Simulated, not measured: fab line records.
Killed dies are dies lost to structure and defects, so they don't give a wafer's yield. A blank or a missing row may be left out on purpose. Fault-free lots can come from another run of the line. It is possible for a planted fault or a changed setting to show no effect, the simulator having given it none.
What tool caused it? + flow nand_harc + 12 lots with 36 wafers sampled at 5 steps, on a route of 1159 steps

WHAT THE GAUGES SHOWED, per wafer
NHARC_END_SORT_01. Usual: defect_limited_yield 95.1 %, standard deviation 1.8; killed_at_array 29, standard deviation 11; killed_at_other 0.6, standard deviation 0.89; killed_at_periphery 3.8, standard deviation 2.8; killed_dies 33, standard deviation 12; killed_open 3.5, standard deviation 1.9; killed_short 1.9, standard deviation 1.3; sort_bin_2_pct 1.5 %, standard deviation 0.72; sort_bin_3_pct 0.28 %, standard deviation 0.23; sort_bin_4_pct 3.1 %, standard deviation 1.2; sort_n_pass 644, standard deviation 12; sort_rim_yield_pct 94.8 %, standard deviation 2.9; sort_yield_pct 95.1 %, standard deviation 1.8.
| lot  | measured     | on        | defect_limited_yield (%) | killed_at_array | killed_at_other | killed_at_periphery | killed_dies | killed_open | killed_short | sort_bin_2_pct (%) | sort_bin_3_pct (%) | sort_bin_4_pct (%) | sort_n_pass | sort_rim_yield_pct (%) | sort_yield_pct (%) | flag |
|------|--------------|-----------|--------------------------|-----------------|-----------------|---------------------|-------------|-------------|--------------|--------------------|--------------------|--------------------|-------------|------------------------|--------------------|------|
| L779 | day 22 08:41 | prober-02 | 95.1 94.4 92.3           | 23 29 39        | 7 7 8           | 3 2 5               | 33 38 52    | 11 11 12    | 1 3 3        | 1.5 1.5 2.4        | 0.30 0.44 0.44     | 3.1 3.7 4.9        | 644 639 625 | 93.4 90.6 86.8         | 95.1 94.4 92.3     | OFF  |
| L781 | day 22 10:07 | prober-01 | 93.4 90.8 92.5           | 38 48 35        | 3 10 9          | 4 4 7               | 45 62 51    | 6 12 8      | 4 3 4        | 2.1 4.1 2.7        | 0.30 0.30 0.44     | 4.3 4.7 4.4        | 632 615 626 | 92.5 95.3 94.3         | 93.4 90.8 92.5     | OFF  |
| L783 | day 22 23:41 | prober-02 | 91.6 92.5 91.4           | 45 34 47        | 6 7 4           | 6 10 7              | 57 51 58    | 8 6 5       | 2 2 5        | 3.0 1.9 1.8        | 0.30 0.30 0.89     | 5.2 5.3 5.9        | 620 626 619 | 96.2 87.7 96.2         | 91.6 92.5 91.4     | OFF  |

WHAT TOOL EACH LOT RAN ON (gives the tool, then ch and the chambers of the sampled wafers, and finally the start)
| lot  | NHARC_A_BONDPAD_ANNEAL_28        | NHARC_THIN_TSV_DEP_47           | NHARC_THIN_TSV_STRIP_62              | NHARC_THIN_TSV_PVD_51                   |
|------|----------------------------------|---------------------------------|--------------------------------------|-----------------------------------------|
| L770 | rtp_anneal-02 ch 0, day 18 08:25 | pecvd-03 ch 1,2, day 19 03:17   | plasma_asher-01 ch 0,1, day 19 04:02 | pvd_sputter-03, no start                |
| L771 | rtp_anneal-02 ch 0, day 18 08:48 | pecvd-03 ch 0,1, day 19 02:39   | plasma_asher-02 ch 0,1, day 19 03:26 | pvd_sputter-03, no start                |
| L772 | rtp_anneal-01 ch 0, day 19 10:34 | pecvd-02 ch 0,1,2, day 20 01:55 | plasma_asher-02 ch 0,1, day 20 03:41 | pvd_sputter-01, no start                |
| L776 | rtp_anneal-02 ch 0, day 19 22:10 | pecvd-04 ch 1,2, day 20 13:37   | plasma_asher-02 ch 0,1, day 20 14:20 | pvd_sputter-02, no start                |
| L778 | rtp_anneal-02 ch 0, day 20 21:37 | pecvd-04 ch 1,2, day 21 13:23   | plasma_asher-01 ch 0,1, day 21 14:07 | pvd_sputter-01, no start                |
| L779 | rtp_anneal-02 ch 0, day 21 04:10 | pecvd-03 ch 0,1,2, day 21 19:31 | plasma_asher-02 ch 0, day 21 20:12   | pvd_sputter-03, day 22 08:41 or earlier |
| L781 | rtp_anneal-02 ch 0, day 21 05:29 | pecvd-02 ch 0,1,2, day 21 20:38 | plasma_asher-01 ch 0,1, day 21 21:20 | pvd_sputter-03, day 22 10:07 or earlier |
| L783 | rtp_anneal-02 ch 0, day 21 14:34 | pecvd-04 ch 0,2, day 22 05:50   | plasma_asher-02 ch 0,1, day 22 06:36 | pvd_sputter-03, day 22 23:41 or earlier |
| L787 | rtp_anneal-02 ch 0, day 22 13:53 | pecvd-04 ch 0,2, day 23 06:04   | plasma_asher-02 ch 0,1, day 23 06:50 | pvd_sputter-03, no start                |
| L788 | rtp_anneal-01 ch 0, day 23 04:31 | pecvd-03 ch 1,2, day 24 00:13   | plasma_asher-02 ch 0,1, day 24 00:59 | pvd_sputter-02, no start                |
| L789 | rtp_anneal-02 ch 0, day 23 07:45 | pecvd-04 ch 0,1,2, day 23 22:46 | plasma_asher-02 ch 0,1, day 23 23:36 | pvd_sputter-03, no start                |
| L790 | rtp_anneal-02 ch 0, day 23 20:49 | pecvd-03 ch 0,2, day 24 13:48   | plasma_asher-01 ch 0,1, day 24 14:55 | pvd_sputter-02, no start                |
- NHARC_A_BONDPAD_ANNEAL_28: time 90 s.
- NHARC_THIN_TSV_DEP_47: deposits SiO2, target thk 200 nm.
- NHARC_THIN_TSV_STRIP_62: strips in N2/H2, time 20 s.
- NHARC_THIN_TSV_PVD_51: deposits Cu, target thk 100 nm.

WHAT THE TOOLS THEMSELVES READ (means of the sampled wafers that have a number; where no wafer has one, the mark that the record gives instead)
NHARC_A_BONDPAD_ANNEAL_28. Usual: wafer_temp_C_max reads 225.76 (standard deviation 0.28).
| lot  | tool          | wafer_temp_C_max | flag |
|------|---------------|------------------|------|
| L770 | rtp_anneal-02 | 225.58           |      |
| L771 | rtp_anneal-02 | 225.80           |      |
| L772 | rtp_anneal-01 | 226.06           |      |
| L776 | rtp_anneal-02 | 225.81           |      |
| L778 | rtp_anneal-02 | 225.61           |      |
| L779 | rtp_anneal-02 | 225.53           |      |
| L781 | rtp_anneal-02 | 225.58           |      |
| L783 | rtp_anneal-02 | 225.70           |      |
| L787 | rtp_anneal-02 | 225.89           |      |
| L788 | rtp_anneal-01 | 226.06           |      |
| L789 | rtp_anneal-02 | 225.73           |      |
| L790 | rtp_anneal-02 | 225.64           |      |

NHARC_THIN_TSV_DEP_47. Usual: chamber_pressure_Torr 6.500 Torr, standard deviation 0.015; rf_fwd_power_W 898.2 W, standard deviation 3; throttle_valve_pct 15.7 %, standard deviation 0.37.
| lot  | tool     | chamber_pressure_Torr (Torr) | rf_fwd_power_W (W) | throttle_valve_pct (%) | flag |
|------|----------|------------------------------|--------------------|------------------------|------|
| L770 | pecvd-03 | 6.490                        | 897.9              | 15.7                   |      |
| L771 | pecvd-03 | 6.511                        | 898.6              | 15.6                   |      |
| L772 | pecvd-02 | 6.493                        | 900.3              | 16.0                   |      |
| L776 | pecvd-04 | 6.514                        | 898.3              | 15.6                   |      |
| L778 | pecvd-04 | 6.492                        | 897.4              | 15.5                   |      |
| L779 | pecvd-03 | 6.506                        | 900.4              | 15.4                   |      |
| L781 | pecvd-02 | 6.480                        | 896.3              | 16.1                   |      |
| L783 | pecvd-04 | 6.496                        | 901.0              | 15.5                   |      |
| L787 | pecvd-04 | 6.487                        | 898.2              | 15.7                   |      |
| L788 | pecvd-03 | 6.500                        | 898.7              | 15.8                   |      |
| L789 | pecvd-04 | 6.508                        | 899.7              | 15.7                   |      |
| L790 | pecvd-03 | 6.496                        | 896.9              | 15.6                   |      |

NHARC_THIN_TSV_STRIP_62. Usual: drypump_motor_current_A 6.19 A, standard deviation 0.2; heater_power_w 330 W, standard deviation 23.
| lot  | tool            | drypump_motor_current_A (A) | heater_power_w (W) | flag |
|------|-----------------|-----------------------------|--------------------|------|
| L770 | plasma_asher-01 | 6.10                        | 325                |      |
| L771 | plasma_asher-02 | 6.25                        | 320                |      |
| L772 | plasma_asher-02 | 6.12                        | 333                |      |
| L776 | plasma_asher-02 | 6.14                        | 336                |      |
| L778 | plasma_asher-01 | 6.11                        | 331                |      |
| L779 | plasma_asher-02 | -                           | -                  | OFF  |
| L781 | plasma_asher-01 | -                           | -                  | OFF  |
| L783 | plasma_asher-02 | -                           | -                  | OFF  |
| L787 | plasma_asher-02 | 6.24                        | 315                |      |
| L788 | plasma_asher-02 | 6.26                        | 318                |      |
| L789 | plasma_asher-02 | 6.11                        | 324                |      |
| L790 | plasma_asher-01 | 6.24                        | 347                |      |

NHARC_THIN_TSV_PVD_51. Usual: throttle_valve_pct reads 29.5 % (standard deviation 0.7).
| lot  | tool           | throttle_valve_pct (%) | flag |
|------|----------------|------------------------|------|
| L770 | pvd_sputter-03 | 28.7                   |      |
| L771 | pvd_sputter-03 | 29.4                   |      |
| L772 | pvd_sputter-01 | 29.5                   |      |
| L776 | pvd_sputter-02 | 29.2                   |      |
| L778 | pvd_sputter-01 | 29.8                   |      |
| L779 | pvd_sputter-03 | 29.9                   |      |
| L781 | pvd_sputter-03 | 29.7                   |      |
| L783 | pvd_sputter-03 | 29.3                   |      |
| L787 | pvd_sputter-03 | 29.6                   |      |
| L788 | pvd_sputter-02 | 29.2                   |      |
| L789 | pvd_sputter-03 | 30.0                   |      |
| L790 | pvd_sputter-02 | 29.3                   |      |

THE ANSWER, worked out from the rows above alone
Rule: a lot counts as off when the mean over its wafers that have a number is more than 3 standard deviations away from the usual mean. Also off: a lot with no number at a reading for which 4 or more lots have one. Where the step has rows for the other lots, those lots are counted as sound. The gauges are gone through in route order, then the tools' own readings, and for those a lot's mean is taken as printed above. The first step at which some lot is off is used, and at that step the reading that is off furthest; a lot without a number counts as furthest.
Off: L779, L781, L783 (NHARC_END_SORT_01, killed_at_other). Neither off nor sound, because the step has no rows for them: L770, L771, L772, L776, L778, L787, L788, L789, L790.
A tool fits if, at a process step before that reading, it ran every lot that is off, and no sound lot after the first of them. The gauges at NHARC_END_SORT_01 aren't tried: what is off there is off at NHARC_THIN_TSV_STRIP_62 too, on other tools, and a gauge's error can't cause that. NHARC_THIN_TSV_PVD_51 gives no start for some lots, so the hours and the order of its lots are those of NHARC_END_SORT_01. Can't be told from this: 2 tools fit, rtp_anneal-02 at NHARC_A_BONDPAD_ANNEAL_28, pvd_sputter-03 at NHARC_THIN_TSV_PVD_51.

WHAT HAD BEEN PUT IN BY THE SIMULATOR
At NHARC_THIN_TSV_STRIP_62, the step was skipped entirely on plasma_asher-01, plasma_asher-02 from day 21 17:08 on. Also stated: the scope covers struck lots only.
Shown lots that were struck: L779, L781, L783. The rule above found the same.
